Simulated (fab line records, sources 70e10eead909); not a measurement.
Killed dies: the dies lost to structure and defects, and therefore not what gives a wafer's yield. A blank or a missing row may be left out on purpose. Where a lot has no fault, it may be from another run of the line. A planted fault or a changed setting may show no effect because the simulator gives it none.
fab line records	flow nand-harc
[record] lots = 7	wafers = 21	last-day = 33
route steps=1302 shown A_STAIRCASE@669
lots that met no fault: from a run of the same line without faults
start-h: the number of hours between the record's first day and the start of the first shown wafer of the lot	wait-h: hours elapsed since this lot's preceding step	" repeats the value in the row above	L1.1+2: several wafers, shown together as one row	- no value, or no start given	* or withheld: withheld	< > ~ a bound
route shown NAME@n: a module of which the file shows steps, and the number in the route of the first	usual: mean/standard deviation taken from wafers without a fault	same: alike in all rows	chamber/n: place in a boat	sites: each site's reading	_std_site: the standard deviation of these	_edge_site: mean of outer sites minus mean of inner sites	radius-mm: for every site, how far away it sits from the centre of the wafer	mask NAME#n: copy n	behind: the tool/chamber that last shaped the wafer	hold: why the lot was held/for how many hours/how that ended	device: which transistor (n, p or np) failed to switch	end of line: the route-end tests of the same wafers	for a step that has no rows: nothing shown but its recipe	killed: dies lost to structure and defects at the first sort, not the wafer's yield	map: shows each die of a wafer: x if killed, . if not, _ if none is there
set.NAME: setting as actually run; set.NAME@STEP: the setting as run at that earlier step	model.NAME: the simulator's own value behind a step, which no gauge read
certain route steps with their lots: each step a table, each wafer a row
services: from which hour (start-h, from the record's first day; less than 0 if before it) a tool's chamber was out of use, for how many hours, and why
[[steps]]
[step NHARC_A_STAIRCASE_ETCH_13]
[recipe] target-depth-a = 1000	time-s = 40.5	ion-energy-ev = 400	c4f8-flow-sccm = 20	o2-flow-sccm = 10	ar-flow-sccm = withheld	rf-w = 600	bias-w = 1000	chemistry = C4F8/O2
[step NHARC_A_STAIRCASE_TRIM_14]
[recipe] time-s = 211.2	o2-flow-sccm = 500	ar-flow-sccm = 0	bias-w = 0	chemistry = O2
[usual] drypump-motor-current-A = 5.7/0.46	oes-product-au = 1.002/0.013	rf-vpp-V = 58.0/0.86	showerhead-plenum-p-Torr = 3.53/0.17	throttle-valve-pct = 17.038/0.0091
lot.wafer	tool	chamber	start-h	wait-h	drypump-motor-current-A	oes-product-au	rf-hours-counter-h	rf-vpp-V	showerhead-plenum-p-Torr	throttle-valve-pct
L634.4	rie-diel-03	2	-	-	6.2	1.006	23	58.4	3.28	17.043
L634.2	"	3	"	"	5.8	1.018	29	59.2	3.50	17.049
L634.5	"	0	"	"	4.8	1.009	-	57.1	3.48	17.048
L635.2	rie-diel-07	2	-	-	5.9	1.015	29	58.2	3.64	17.035
L635.1	"	0	"	"	5.9	0.993	25	58.9	3.76	17.038
L635.5	"	1	"	"	5.5	0.993	-	56.1	3.30	17.032
L638.4	rie-diel-03	1	-	-	6.3	1.002	43	59.6	3.63	17.041
L638.3	"	3	"	"	5.8	1.033	41	57.7	3.49	17.049
L638.5	"	1	"	"	6.3	0.992	-	58.4	3.63	17.025
L639.4	rie-diel-03	0	-	-	4.8	1.017	42	57.8	3.47	17.038
L639.3	"	1	"	"	6.3	1.004	45	57.7	3.63	17.044
L639.5	"	3	"	"	5.8	1.022	-	59.7	3.49	17.043
L640.1	rie-diel-01	1	-	-	6.0	1.000	21	57.0	3.47	17.039
L640.2	"	2	"	"	5.5	0.986	23	58.3	3.30	17.036
L640.6	"	2	"	"	5.5	0.991	-	57.3	3.30	17.039
L649.4	rie-diel-03	2	-	-	6.2	0.995	24	57.7	3.79	17.050
L649.2	"	1	"	"	6.3	1.009	18	57.9	3.61	17.046
L649.5	"	3	"	"	5.8	1.034	-	58.2	3.48	17.044
L653.3	rie-diel-03	1	-	-	6.3	0.999	34	58.2	3.60	17.037
L653.1	"	2	"	"	6.2	0.995	42	58.5	3.78	17.046
L653.5	"	2	"	"	6.2	0.991	-	58.1	3.78	17.042
[step NHARC_A_STAIRCASE_ETCH_15]
[recipe] target-depth-a = 1000	time-s = 40.5	ion-energy-ev = 400	c4f8-flow-sccm = 20	o2-flow-sccm = 10	ar-flow-sccm = withheld	rf-w = 600	bias-w = 1000	chemistry = C4F8/O2
[usual] oes-product-au = 0.945/0.013	rf-vpp-V = 897/6.2
lot.wafer	tool	chamber	start-h	wait-h	oes-product-au	rf-hours-counter-h	rf-vpp-V
L634.4	rie-diel-03	0	-	-	0.940	27	896
L634.2	"	1	"	"	0.951	28	901
L634.5	"	0	"	"	0.932	-	895
L635.1	rie-diel-07	2	-	-	0.977	29	899
L635.2	"	0	"	"	0.964	25	903
L635.5	"	2	"	"	0.965	-	900
L638.3	rie-diel-03	3	-	-	0.978	41	895
L638.4	"	0	"	"	0.954	41	894
L638.5	"	2	"	"	0.961	-	888
L639.4	rie-diel-03	0	-	-	0.940	42	893
L639.3	"	3	"	"	0.947	42	894
L639.5	"	0	"	"	0.939	-	892
L640.2	rie-diel-01	0	-	-	0.943	20	902
L640.1	"	1	"	"	0.947	21	894
L640.6	"	1	"	"	0.960	-	894
L649.2	rie-diel-03	0	-	-	0.942	23	892
L649.4	"	1	"	"	0.955	18	900
L649.5	"	3	"	"	0.960	-	895
L653.1	rie-diel-03	0	-	-	0.949	37	893
L653.3	"	3	"	"	0.961	36	894
L653.5	"	1	"	"	0.944	-	901
[step NHARC_A_STAIRCASE_TRIM_16]
[recipe] time-s = 211.2	o2-flow-sccm = 500	ar-flow-sccm = 0	bias-w = 0	chemistry = O2
[usual] drypump-motor-current-A = 5.7/0.47	oes-product-au = 1.001/0.012	rf-vpp-V = 57.8/1	showerhead-plenum-p-Torr = 3.54/0.17	throttle-valve-pct = 17.037/0.0091
lot.wafer	tool	chamber	start-h	wait-h	drypump-motor-current-A	oes-product-au	rf-hours-counter-h	rf-vpp-V	showerhead-plenum-p-Torr	throttle-valve-pct
L634.2	rie-diel-03	2	-	-	6.2	1.005	23	56.1	3.28	17.050
L634.4	"	3	"	"	5.9	1.013	29	57.6	3.50	17.039
L634.5	"	1	"	"	6.3	1.000	-	57.7	3.64	17.033
L635.1	rie-diel-07	0	-	-	5.9	0.986	25	59.1	3.76	17.039
L635.2	"	1	"	"	5.5	0.989	29	57.2	3.30	17.043
L635.5	"	3	"	"	5.9	1.013	-	56.8	3.72	17.035
L638.3	rie-diel-03	1	-	-	6.3	1.005	43	59.2	3.63	17.025
L638.4	"	3	"	"	5.8	1.028	41	58.9	3.49	17.052
L638.5	"	0	"	"	4.8	1.018	-	56.4	3.47	17.043
L639.4	rie-diel-03	2	-	-	6.2	0.994	38	56.8	3.28	17.052
L639.3	"	3	"	"	5.8	1.020	42	57.7	3.49	17.033
L639.5	"	2	"	"	6.2	0.994	-	57.4	3.28	17.021
L640.2	rie-diel-01	3	-	-	5.0	0.996	22	57.4	3.36	17.043
L640.1	"	1	"	"	6.0	1.004	21	57.8	3.47	17.031
L640.6	"	3	"	"	5.0	0.989	-	58.4	3.36	17.046
L649.4	rie-diel-03	2	-	-	6.2	0.980	24	59.3	3.79	17.036
L649.2	"	3	"	"	5.8	1.022	20	57.9	3.48	17.046
L649.5	"	1	"	"	6.3	0.998	-	55.9	3.61	17.048
L653.1	rie-diel-03	2	-	-	6.2	0.997	42	57.5	3.78	17.048
L653.3	"	0	"	"	4.8	1.008	37	59.1	3.45	17.039
L653.5	"	2	"	"	6.2	1.001	-	58.8	3.78	17.040
[step NHARC_A_STAIRCASE_ETCH_17]
[recipe] target-depth-a = 1000	time-s = 40.5	ion-energy-ev = 400	c4f8-flow-sccm = 20	o2-flow-sccm = 10	ar-flow-sccm = withheld	rf-w = 600	bias-w = 1000	chemistry = C4F8/O2
[usual] oes-product-au = 0.946/0.013	rf-vpp-V = 896/6.4
lot.wafer	tool	chamber	start-h	wait-h	oes-product-au	rf-hours-counter-h	rf-vpp-V
L634.2	rie-diel-03	1	-	-	0.943	28	900
L634.4	"	0	"	"	0.941	27	894
L634.5	"	2	"	"	0.951	-	887
L635.1	rie-diel-07	1	-	-	0.950	29	888
L635.2	"	2	"	"	0.970	29	900
L635.5	"	0	"	"	0.938	-	905
L638.4	rie-diel-03	2	-	-	0.954	36	887
L638.3	"	0	"	"	0.948	41	894
L638.5	"	2	"	"	0.959	-	886
L639.3	rie-diel-03	0	-	-	0.951	42	895
L639.4	"	2	"	"	0.923	38	885
L639.5	"	0	"	"	0.950	-	894
L640.2	rie-diel-01	0	-	-	0.957	20	904
L640.1	"	2	"	"	0.933	24	887
L640.6	"	1	"	"	0.956	-	894
L649.2	rie-diel-03	2	-	-	0.946	24	905
L649.4	"	3	"	"	0.981	20	895
L649.5	"	2	"	"	0.940	-	905
L653.3	rie-diel-03	2	-	-	0.932	42	906
L653.1	"	3	"	"	0.970	36	892
L653.5	"	2	"	"	0.937	-	904
[step NHARC_A_STAIRCASE_TRIM_18]
[recipe] time-s = 211.2	o2-flow-sccm = 500	ar-flow-sccm = 0	bias-w = 0	chemistry = O2
[step NHARC_A_STAIRCASE_ETCH_19]
[recipe] target-depth-a = 1000	time-s = 40.5	ion-energy-ev = 400	c4f8-flow-sccm = 20	o2-flow-sccm = 10	ar-flow-sccm = withheld	rf-w = 600	bias-w = 1000	chemistry = C4F8/O2
[step NHARC_A_STAIRCASE_TRIM_20]
[recipe] time-s = 211.2	o2-flow-sccm = 500	ar-flow-sccm = 0	bias-w = 0	chemistry = O2
[step NHARC_A_STAIRCASE_ETCH_21]
[recipe] target-depth-a = 1000	time-s = 40.5	ion-energy-ev = 400	c4f8-flow-sccm = 20	o2-flow-sccm = 10	ar-flow-sccm = withheld	rf-w = 600	bias-w = 1000	chemistry = C4F8/O2
[step NHARC_A_STAIRCASE_TRIM_22]
[recipe] time-s = 211.2	o2-flow-sccm = 500	ar-flow-sccm = 0	bias-w = 0	chemistry = O2
[step NHARC_A_STAIRCASE_ETCH_23]
[recipe] target-depth-a = 1000	time-s = 40.5	ion-energy-ev = 400	c4f8-flow-sccm = 20	o2-flow-sccm = 10	ar-flow-sccm = withheld	rf-w = 600	bias-w = 1000	chemistry = C4F8/O2
[step NHARC_A_STAIRCASE_TRIM_24]
[recipe] time-s = 211.2	o2-flow-sccm = 500	ar-flow-sccm = 0	bias-w = 0	chemistry = O2
[usual] drypump-motor-current-A = 5.7/0.51	oes-product-au = 1.003/0.012	rf-vpp-V = 57.8/0.95	showerhead-plenum-p-Torr = 3.51/0.16	throttle-valve-pct = 17.037/0.0083
lot.wafer	tool	chamber	start-h	wait-h	drypump-motor-current-A	oes-product-au	rf-hours-counter-h	rf-vpp-V	showerhead-plenum-p-Torr	throttle-valve-pct
L634.4	rie-diel-01	3	394.76	-	5.0	0.982	1	58.2	3.37	17.045
L634.2	"	1	"	"	6.1	1.006	1	57.0	3.48	17.028
L634.5	"	3	"	"	5.0	0.991	-	57.2	3.37	17.033
L635.1	rie-diel-03	3	400.79	-	5.8	1.019	31	57.2	3.50	17.023
L635.2	"	0	"	"	4.8	0.994	29	57.4	3.48	17.040
L635.5	"	3	"	"	5.8	1.012	-	57.8	3.50	17.041
L638.4	rie-diel-03	0	430.99	-	4.8	1.018	41	57.6	3.47	17.036
L638.3	"	2	"	"	6.2	1.000	37	58.5	3.28	17.053
L638.5	"	1	"	"	6.3	1.201	-	57.1	3.63	17.044
L639.3	rie-diel-03	3	439.06	-	5.8	1.023	43	56.3	3.49	17.045
L639.4	"	0	"	"	4.8	1.014	43	57.4	3.47	17.042
L639.5	"	2	"	"	6.2	1.195	-	57.4	3.28	17.020
L640.2	rie-diel-03	1	457.81	-	6.3	1.008	55	58.2	3.62	17.031
L640.1	"	2	"	"	6.2	1.010	48	56.6	3.27	17.044
L640.6	"	0	"	"	4.8	1.210	-	58.0	3.47	17.035
L649.4	rie-diel-01	3	538.72	-	5.0	0.997	51	55.7	3.34	17.042
L649.2	"	1	"	"	6.0	0.997	49	58.4	3.46	17.037
L649.5	"	3	"	"	5.0	0.991	-	58.0	3.34	17.034
L653.3	rie-diel-03	1	584.05	-	6.3	1.011	35	57.4	3.60	17.036
L653.1	"	3	"	"	5.8	1.036	37	57.4	3.47	17.034
L653.5	"	2	"	"	6.2	0.994	-	59.0	3.78	17.031
[step NHARC_A_STAIRCASE_ETCH_25]
[recipe] target-depth-a = 1000	time-s = 40.5	ion-energy-ev = 400	c4f8-flow-sccm = 20	o2-flow-sccm = 10	ar-flow-sccm = withheld	rf-w = 600	bias-w = 1000	chemistry = C4F8/O2
[usual] oes-product-au = 0.947/0.014	rf-vpp-V = 896/6
lot.wafer	tool	chamber	start-h	wait-h	oes-product-au	rf-hours-counter-h	rf-vpp-V
L634.2	rie-diel-01	0	-	-	0.935	2	904
L634.4	"	3	"	"	0.927	2	890
L634.5	"	0	"	"	0.946	-	905
L635.2	rie-diel-03	1	-	-	0.964	30	899
L635.1	"	3	"	"	0.964	31	895
L635.5	"	1	"	"	0.945	-	901
L638.3	rie-diel-03	0	-	-	0.932	41	895
L638.4	"	2	"	"	0.955	37	888
L638.5	"	0	"	"	0.944	-	893
L639.3	rie-diel-03	3	-	-	0.965	43	895
L639.4	"	1	"	"	0.960	45	900
L639.5	"	2	"	"	0.941	-	887
L640.1	rie-diel-03	2	-	-	0.947	48	886
L640.2	"	0	"	"	0.949	49	893
L640.6	"	1	"	"	0.952	-	898
L649.2	rie-diel-01	2	-	-	0.929	53	887
L649.4	"	3	"	"	0.935	51	888
L649.5	"	3	"	"	0.934	-	889
L653.3	rie-diel-03	3	-	-	0.955	37	895
L653.1	"	0	"	"	0.929	38	892
L653.5	"	0	"	"	0.934	-	894
[[services]]
tool	chamber	start-h	hours	kind
rie-diel-07	-	372.59	1.2	repair
rie-diel-03	2	375.34	13.8	repair
rie-diel-01	-	381.53	9.0	pm
rie-diel-07	3	384.62	2.5	repair
rie-diel-03	0	388.42	-	clean
rie-diel-03	1	388.42	-	clean
rie-diel-03	3	388.42	-	clean
rie-diel-01	3	410.09	2.7	repair
rie-diel-03	0	413.00	-	clean
rie-diel-03	1	413.00	-	clean
rie-diel-03	2	413.00	-	clean
rie-diel-03	3	413.00	-	clean
rie-diel-01	0	414.14	6.5	repair
rie-diel-03	0	437.50	-	clean
rie-diel-03	1	437.50	-	clean
rie-diel-03	2	437.50	-	clean
rie-diel-03	3	437.50	-	clean
rie-diel-03	3	455.41	17.4	repair
rie-diel-03	-	458.34	9.0	pm
rie-diel-03	0	458.34	9.0	vent-cycle
rie-diel-07	-	472.85	9.0	pm
rie-diel-03	1	476.61	8.3	repair
rie-diel-07	1	533.96	17.1	repair
rie-diel-01	-	558.53	9.0	pm
[[key]]
[first-sign] step = NHARC_A_STAIRCASE_TRIM_24	reading = oes-product-au	direction = up	sigmas = 16	usual = 1.003	struck = 1.202
effect none on later readings
met-at NHARC_A_STAIRCASE_TRIM_24
struck-wafers L638.5,L639.5,L640.6
later-rows-left-out L638.5,L639.5,L640.6
sort-left-out L638.5,L639.5,L640.6
tester-left-out L638,L639,L640
onset-between 400.79 430.99
[fault] kind = process-parameter-drift	tool = rie-diel-03	chamber = -	onset-h = 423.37	steps = NHARC_A_STAIRCASE_TRIM_24	channel = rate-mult	offset = 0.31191	shape = step	end-h = 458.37	scope = struck-wafers-only
// tester-left-out: of these lots the tester's yield and bins aren't shown, on N5 and GAA mostly nor the transistor test; their killed dies are dies lost to structure and defects alone, not to doping, threshold or leakage, so they don't give the yield
// sort-left-out: the simulated sort isn't trusted on such a fault, so these wafers' sort isn't shown, and their yield isn't known
// later-rows-left-out: the simulator's readings of these wafers behind a module that went badly wrong aren't trusted and aren't shown, but for the sort
